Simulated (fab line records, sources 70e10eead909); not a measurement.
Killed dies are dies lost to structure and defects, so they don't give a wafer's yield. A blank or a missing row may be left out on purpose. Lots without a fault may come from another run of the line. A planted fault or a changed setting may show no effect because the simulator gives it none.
Which tool did it? | flow nand_harc | 24 lots, 72 wafers sampled, at 3 steps of a route of 1302

WHAT THE GAUGES READ, wafer by wafer
NHARC_P_GATE_INSPECT_68. Usual: raw_defect_count 194, standard deviation 66.
lot  | measured     | on                | raw_defect_count | flag
L074 | day 6 02:50  | defect_inspect-02 | 202 113 147      |
L075 | day 6 03:28  | defect_inspect-01 | 95 113 227       |
L076 | day 6 15:33  | defect_inspect-01 | 266 151 128      |
L077 | day 6 19:26  | defect_inspect-02 | 147 215 230      |
L078 | day 7 08:43  | defect_inspect-01 | 226 153 256      |
L079 | day 8 02:32  | defect_inspect-01 | 546 246 373      |
L080 | day 8 04:56  | defect_inspect-01 | 254 179 222      |
L081 | day 8 16:18  | defect_inspect-02 | 237 145 104      |
L082 | day 9 03:10  | defect_inspect-02 | 184 147 156      |
L083 | day 9 13:25  | defect_inspect-01 | 119 91 110       |
L084 | day 9 22:35  | defect_inspect-02 | 253 217 209      |
L085 | day 10 12:54 | defect_inspect-02 | 131 186 169      |
L086 | day 10 15:28 | defect_inspect-01 | 145 172 140      |
L087 | day 11 06:58 | defect_inspect-02 | 228 250 190      |
L088 | day 11 20:03 | defect_inspect-01 | 178 246 240      |
L089 | day 12 02:10 | defect_inspect-02 | 215 162 114      |
L090 | day 12 15:20 | defect_inspect-01 | 238 218 222      |
L091 | day 13 03:56 | defect_inspect-01 | 133 97 126       |
L092 | day 13 08:16 | defect_inspect-02 | 167 139 144      |
L093 | day 13 15:09 | defect_inspect-02 | 293 254 192      |
L094 | day 14 11:38 | defect_inspect-02 | 184 215 188      |
L095 | day 14 16:09 | defect_inspect-01 | 175 190 174      |
L096 | day 15 02:26 | defect_inspect-02 | 179 176 228      |
L097 | day 15 15:50 | defect_inspect-01 | 230 289 172      |

WHICH TOOL RAN EACH LOT (tool, then ch and the chambers of the sampled wafers, then the start)
lot  | NHARC_P_GATE_STRIP_113               | NHARC_P_GATE_STRIP_95
L074 | plasma_asher-02 ch 0,1, day 6 00:09  | plasma_asher-02 ch 0,1, day 6 00:52
L075 | plasma_asher-01 ch 0,1, day 6 01:04  | plasma_asher-01 ch 0,1, day 6 01:34
L076 | plasma_asher-02 ch 0,1, day 6 13:16  | plasma_asher-02 ch 0,1, day 6 13:46
L077 | plasma_asher-01 ch 0,1, day 6 16:59  | plasma_asher-01 ch 0,1, day 6 17:36
L078 | plasma_asher-02 ch 0,1, day 7 06:08  | plasma_asher-02 ch 0,1, day 7 06:51
L079 | plasma_asher-02 ch 0,1, day 7 23:56  | plasma_asher-02 ch 0,1, day 8 00:38
L080 | plasma_asher-02 ch 0,1, day 8 02:43  | plasma_asher-02 ch 0,1, day 8 03:07
L081 | plasma_asher-01 ch 0,1, day 8 13:53  | plasma_asher-01 ch 0,1, day 8 14:29
L082 | plasma_asher-01 ch 1, day 9 00:39    | plasma_asher-01 ch 1, day 9 01:21
L083 | plasma_asher-01 ch 0,1, day 9 11:00  | plasma_asher-01 ch 0,1, day 9 11:37
L084 | plasma_asher-01 ch 0,1, day 9 20:04  | plasma_asher-01 ch 0,1, day 9 20:46
L085 | plasma_asher-02 ch 0,1, day 10 10:15 | plasma_asher-02 ch 0,1, day 10 10:58
L086 | plasma_asher-02 ch 0,1, day 10 13:03 | plasma_asher-02 ch 0,1, day 10 13:40
L087 | plasma_asher-01 ch 0,1, day 11 04:25 | plasma_asher-01 ch 0,1, day 11 05:08
L088 | plasma_asher-01 ch 0,1, day 11 17:31 | plasma_asher-01 ch 0,1, day 11 18:14
L089 | plasma_asher-02 ch 0,1, day 11 23:58 | plasma_asher-02 ch 0,1, day 12 00:22
L090 | plasma_asher-02 ch 0,1, day 12 12:44 | plasma_asher-02 ch 0,1, day 12 13:27
L091 | plasma_asher-01 ch 1, day 13 01:31   | plasma_asher-01 ch 1, day 13 02:07
L092 | plasma_asher-02 ch 0,1, day 13 05:44 | plasma_asher-02 ch 0,1, day 13 06:27
L093 | plasma_asher-02 ch 0,1, day 13 12:37 | plasma_asher-02 ch 0,1, day 13 13:20
L094 | plasma_asher-01 ch 0,1, day 14 09:20 | plasma_asher-01 ch 0,1, day 14 09:50
L095 | plasma_asher-01 ch 0,1, day 14 13:44 | plasma_asher-01 ch 0,1, day 14 14:21
L096 | plasma_asher-01 ch 0,1, day 15 00:05 | plasma_asher-01 ch 0,1, day 15 00:35
L097 | plasma_asher-02 ch 0,1, day 15 13:27 | plasma_asher-02 ch 0,1, day 15 13:58
- NHARC_P_GATE_STRIP_113: strips in N2/H2, time 740 s.
- NHARC_P_GATE_STRIP_95: strips in O2.

WHAT THE TOOLS THEMSELVES READ (means of the sampled wafers that have a number; where no wafer has one, the mark that the record gives instead)
NHARC_P_GATE_STRIP_113. Usual: drypump_motor_current_A 5.5 A, standard deviation 0.59; heater_power_w 97 W, standard deviation 6.2.
lot  | tool            | drypump_motor_current_A (A) | heater_power_w (W) | flag
L074 | plasma_asher-02 | 4.9                         | 102                |
L075 | plasma_asher-01 | 6.1                         | 96                 |
L076 | plasma_asher-02 | 4.9                         | 101                |
L077 | plasma_asher-01 | 6.2                         | 95                 |
L078 | plasma_asher-02 | 5.1                         | 105                |
L079 | plasma_asher-02 | 4.9                         | 102                |
L080 | plasma_asher-02 | 4.9                         | 104                |
L081 | plasma_asher-01 | 6.1                         | 92                 |
L082 | plasma_asher-01 | 6.0                         | 96                 |
L083 | plasma_asher-01 | 6.2                         | 90                 |
L084 | plasma_asher-01 | 6.1                         | 91                 |
L085 | plasma_asher-02 | 5.1                         | 106                |
L086 | plasma_asher-02 | 5.1                         | 103                |
L087 | plasma_asher-01 | 6.2                         | 90                 |
L088 | plasma_asher-01 | 6.0                         | 94                 |
L089 | plasma_asher-02 | 5.1                         | 100                |
L090 | plasma_asher-02 | 4.9                         | 99                 |
L091 | plasma_asher-01 | 5.9                         | 96                 |
L092 | plasma_asher-02 | 4.9                         | 96                 |
L093 | plasma_asher-02 | 5.1                         | 101                |
L094 | plasma_asher-01 | 6.1                         | 91                 |
L095 | plasma_asher-01 | 6.2                         | 93                 |
L096 | plasma_asher-01 | 6.1                         | 94                 |
L097 | plasma_asher-02 | 5.1                         | 102                |

NHARC_P_GATE_STRIP_95. Usual: drypump_motor_current_A 5.5 A, standard deviation 0.59; heater_power_w 365 W, standard deviation 24.
lot  | tool            | drypump_motor_current_A (A) | heater_power_w (W) | flag
L074 | plasma_asher-02 | 4.9                         | 388                |
L075 | plasma_asher-01 | 6.1                         | 362                |
L076 | plasma_asher-02 | 4.9                         | 386                |
L077 | plasma_asher-01 | 6.2                         | 355                |
L078 | plasma_asher-02 | 5.1                         | 394                |
L079 | plasma_asher-02 | 4.9                         | 381                |
L080 | plasma_asher-02 | 4.9                         | 381                |
L081 | plasma_asher-01 | 6.1                         | 352                |
L082 | plasma_asher-01 | 5.9                         | 366                |
L083 | plasma_asher-01 | 6.2                         | 333                |
L084 | plasma_asher-01 | 6.2                         | 336                |
L085 | plasma_asher-02 | 5.1                         | 389                |
L086 | plasma_asher-02 | 5.1                         | 393                |
L087 | plasma_asher-01 | 6.2                         | 341                |
L088 | plasma_asher-01 | 6.0                         | 349                |
L089 | plasma_asher-02 | 5.1                         | 383                |
L090 | plasma_asher-02 | 4.9                         | 368                |
L091 | plasma_asher-01 | 5.9                         | 367                |
L092 | plasma_asher-02 | 4.9                         | 368                |
L093 | plasma_asher-02 | 5.1                         | 378                |
L094 | plasma_asher-01 | 6.2                         | 333                |
L095 | plasma_asher-01 | 6.2                         | 342                |
L096 | plasma_asher-01 | 6.1                         | 352                |
L097 | plasma_asher-02 | 5.1                         | 383                |

THE ANSWER, worked out from the rows above alone
Rule: a lot is off if the mean of its wafers that have a number lies more than 3 standard deviations from the usual mean. A lot without any number at a reading at which 4 lots or more have one is off too. The other lots that the step has rows for count as sound. The gauges are gone through in route order, then the tools' own readings, and for those a lot's mean is taken as printed above. The first step at which some lot is off is used, and at that step the reading that is off furthest; a lot without a number counts as furthest.
No lot is off at any reading shown: from this, nothing can be told.

WHAT THE SIMULATOR HAD PUT IN
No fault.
